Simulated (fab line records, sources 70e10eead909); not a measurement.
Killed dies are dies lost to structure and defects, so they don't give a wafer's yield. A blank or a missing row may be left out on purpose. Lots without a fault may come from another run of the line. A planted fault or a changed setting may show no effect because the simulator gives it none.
Chamber matching | flow nand_harc | NHARC_A_STAIRCASE_CMP_152 on cmp-04: 4 sister chambers
The step polishes. 7 wafers are shown with their chamber, then 8 later ones without.

WAFERS WITH THEIR CHAMBER
wafer  | chamber | motor_current_A (A)
L078.4 | 1       | 11.3
L077.2 | 0       | 12.9
L077.5 | 0       | 13.5
L083.1 | 3       | 11.7
L083.5 | 3       | 11.5
L083.6 | 2       | 12.8
L086.1 | 2       | 12.4

WAFERS WITHOUT THEIR CHAMBER
wafer  | motor_current_A (A)
L086.3 | 13.5
L086.4 | 10.8
L093.2 | 13.3
L093.3 | 11.4
L093.6 | 13.7
L094.4 | 11.8
L094.5 | 13.9
L094.6 | 11.1

WHICH CHAMBER EACH WENT THROUGH
wafer  | from the rows above          | in truth
L086.3 | can't be placed: 0 or 2      | 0
L086.4 | can't be placed: 1 or 3      | 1
L093.2 | can't be placed: 0 or 2      | 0
L093.3 | can't be placed: 1 or 3      | 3
L093.6 | can't be placed: 0 or 2      | 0
L094.4 | can't be placed: 3 or 1 or 2 | 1
L094.5 | can't be placed: 0 or 2      | 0
L094.6 | can't be placed: 1 or 3      | 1
Placed correctly: 0 of 8. Can't be placed from these rows: 8 (the true chamber is among the candidates in 8). Placed wrongly: 0.
How it was worked out, from the rows above alone: a wafer's distance from a chamber is the root of the sum, over the readings, of the square of ((its reading less the chamber's mean) divided by the reading's scatter). The wafer belongs to the nearest chamber; if the next one is less than 2 further off, it can't be placed. A chamber's mean is the mean of its shown wafers. The scatter: the root of (the sum of the squares of (reading less its chamber's mean) over the shown wafers, divided by (wafers less chambers)).
